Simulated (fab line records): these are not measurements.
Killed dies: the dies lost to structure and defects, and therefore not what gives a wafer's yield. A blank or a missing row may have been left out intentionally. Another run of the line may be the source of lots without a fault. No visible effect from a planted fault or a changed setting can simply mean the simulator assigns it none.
Chamber matching || flow nand harc || NHARC_A_STAIRCASE_DEP_156 on pecvd-02 has 3 sister chambers
The step deposits SiNx, target thk 50 nm. 18 wafers are shown with their chamber, then 9 later ones without.

WAFERS WITH THEIR CHAMBER
{"wafer": "L074.1", "chamber": 0, "heater power outer w (W)": 472, "heater power w (W)": 773}
{"wafer": "L074.4", "chamber": 0, "heater power outer w (W)": 470, "heater power w (W)": 792}
{"wafer": "L074.6", "chamber": 2, "heater power outer w (W)": 341, "heater power w (W)": 622}
{"wafer": "L076.2", "chamber": 1, "heater power outer w (W)": 454, "heater power w (W)": 706}
{"wafer": "L076.5", "chamber": 0, "heater power outer w (W)": 429, "heater power w (W)": 721}
{"wafer": "L076.6", "chamber": 1, "heater power outer w (W)": 456, "heater power w (W)": 713}
{"wafer": "L079.1", "chamber": 1, "heater power outer w (W)": 492, "heater power w (W)": 777}
{"wafer": "L079.2", "chamber": 0, "heater power outer w (W)": 484, "heater power w (W)": 812}
{"wafer": "L079.6", "chamber": 0, "heater power outer w (W)": 470, "heater power w (W)": 840}
{"wafer": "L082.3", "chamber": 0, "heater power outer w (W)": 388, "heater power w (W)": 671}
{"wafer": "L082.5", "chamber": 1, "heater power outer w (W)": 510, "heater power w (W)": 768}
{"wafer": "L082.6", "chamber": 2, "heater power outer w (W)": 297, "heater power w (W)": 521}
{"wafer": "L089.2", "chamber": 0, "heater power outer w (W)": 418, "heater power w (W)": 718}
{"wafer": "L089.3", "chamber": 1, "heater power outer w (W)": 500, "heater power w (W)": 759}
{"wafer": "L089.4", "chamber": 2, "heater power outer w (W)": 264, "heater power w (W)": 482}
{"wafer": "L092.4", "chamber": 0, "heater power outer w (W)": 461, "heater power w (W)": 787}
{"wafer": "L092.5", "chamber": 1, "heater power outer w (W)": 446, "heater power w (W)": 698}
{"wafer": "L092.6", "chamber": 2, "heater power outer w (W)": 346, "heater power w (W)": 597}

SIGNATURES (means of the wafers above)
{"reading": "heater power outer w", "chamber 0": 449.00, "chamber 1": 476.33, "chamber 2": 312.00, "scatter within a chamber": 32.8}
{"reading": "heater power w", "chamber 0": 764.25, "chamber 1": 736.83, "chamber 2": 555.50, "scatter within a chamber": 52.2}
Rule: a wafer's distance from a chamber is the root of the sum, over the readings, of the square of ((its reading less the chamber's mean) divided by the reading's scatter). The wafer belongs to the nearest chamber; if the next one is less than 2 further off, it can't be placed. The scatter: the root of (the sum of the squares of (reading less its chamber's mean) over the shown wafers, divided by (wafers less chambers)).

WAFERS WITHOUT THEIR CHAMBER
{"wafer": "L093.2", "heater power outer w (W)": 474, "heater power w (W)": 752}
{"wafer": "L093.4", "heater power outer w (W)": 352, "heater power w (W)": 595}
{"wafer": "L093.6", "heater power outer w (W)": 483, "heater power w (W)": 745}
{"wafer": "L094.2", "heater power outer w (W)": 464, "heater power w (W)": 729}
{"wafer": "L094.4", "heater power outer w (W)": 453, "heater power w (W)": 738}
{"wafer": "L094.5", "heater power outer w (W)": 474, "heater power w (W)": 749}
{"wafer": "L095.1", "heater power outer w (W)": 456, "heater power w (W)": 698}
{"wafer": "L095.2", "heater power outer w (W)": 488, "heater power w (W)": 767}
{"wafer": "L095.5", "heater power outer w (W)": 459, "heater power w (W)": 703}

THE CHAMBER EACH PASSED THROUGH
{"wafer": "L093.2", "from the rows above": "can't be placed: 1 or 0", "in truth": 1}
{"wafer": "L093.4", "from the rows above": 2, "in truth": 2}
{"wafer": "L093.6", "from the rows above": "can't be placed: 1 or 0", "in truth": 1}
{"wafer": "L094.2", "from the rows above": "can't be placed: 1 or 0", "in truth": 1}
{"wafer": "L094.4", "from the rows above": "can't be placed: 0 or 1", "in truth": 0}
{"wafer": "L094.5", "from the rows above": "can't be placed: 1 or 0", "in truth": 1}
{"wafer": "L095.1", "from the rows above": "can't be placed: 1 or 0", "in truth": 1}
{"wafer": "L095.2", "from the rows above": "can't be placed: 1 or 0", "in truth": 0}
{"wafer": "L095.5", "from the rows above": "can't be placed: 1 or 0", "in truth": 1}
Correctly placed: 1 of 9. These rows do not allow placing 8 (true chamber among the candidates in 8). Number placed wrongly: 0.
